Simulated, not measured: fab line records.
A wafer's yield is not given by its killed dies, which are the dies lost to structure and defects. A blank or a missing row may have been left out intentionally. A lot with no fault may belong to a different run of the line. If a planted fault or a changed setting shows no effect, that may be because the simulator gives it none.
Chamber matching | flow n5-finfet | rie-diel-06 running N5_BEOL_M13_VIA_ETCH_16: 4 sister chambers
The step etches SiOC in C4F8/O2/Ar, target depth 921.7 nm. 14 wafers are shown with their chamber, then 7 later ones without.

== WAFERS, EACH WITH ITS CHAMBER ==
wafer  | chamber | showerhead-plenum-p-Torr (Torr) | drypump-motor-current-A (A) | throttle-valve-pct (%)
L075.1 | 2       | 3.51                            | 5.44                        | 23.92
L075.2 | 1       | 3.35                            | 5.30                        | 24.23
L075.3 | 3       | 3.62                            | 5.92                        | 23.98
L082.1 | 0       | 3.39                            | 5.80                        | 24.20
L082.2 | 2       | 3.50                            | 5.43                        | 23.96
L082.6 | 0       | 3.39                            | 5.79                        | 24.21
L087.1 | 0       | 3.39                            | 5.78                        | 24.22
L087.5 | 0       | 3.39                            | 5.80                        | 24.20
L087.6 | 3       | 3.61                            | 5.90                        | 24.00
L089.1 | 2       | 3.49                            | 5.46                        | 23.95
L089.3 | 1       | 3.35                            | 5.35                        | 24.24
L089.4 | 0       | 3.38                            | 5.80                        | 24.23
L090.3 | 2       | 3.49                            | 5.41                        | 23.96
L090.5 | 2       | 3.49                            | 5.42                        | 23.96

SIGNATURES, as means of the wafers listed above
reading                  | chamber 0 | chamber 1 | chamber 2 | chamber 3 | scatter within a chamber
showerhead-plenum-p-Torr | 3.3880    | 3.3500    | 3.4960    | 3.6150    | 0.00671
drypump-motor-current-A  | 5.7940    | 5.3250    | 5.4320    | 5.9100    | 0.018
throttle-valve-pct       | 24.2120   | 24.2350   | 23.9500   | 23.9900   | 0.0146
Rule: a wafer's distance from a chamber is the root of the sum, over the readings, of the square of ((its reading less the chamber's mean) divided by the reading's scatter). The wafer belongs to the nearest chamber; if the next one is less than 2 further off, it can't be placed. The scatter: the root of (the sum of the squares of (reading less its chamber's mean) over the shown wafers, divided by (wafers less chambers)).

== WAFERS MISSING THEIR CHAMBER ==
wafer  | showerhead-plenum-p-Torr (Torr) | drypump-motor-current-A (A) | throttle-valve-pct (%)
L090.6 | 3.38                            | 5.80                        | 24.23
L093.1 | 3.38                            | 5.79                        | 24.24
L093.4 | 3.60                            | 5.89                        | 24.03
L093.6 | 3.49                            | 5.42                        | 23.98
L096.1 | 3.34                            | 5.32                        | 23.94
L096.4 | 3.38                            | 5.82                        | 24.24
L096.6 | 3.34                            | 5.33                        | 23.92

== THE CHAMBER EACH PASSED THROUGH ==
wafer  | from the rows above | in truth
L090.6 | 0                   | 0
L093.1 | 0                   | 0
L093.4 | 3                   | 3
L093.6 | 2                   | 2
L096.1 | 1                   | 1
L096.4 | 0                   | 0
L096.6 | 1                   | 1
Correct placement for 7 of the 7. Not placeable from these rows: 0. 0 placed wrongly.
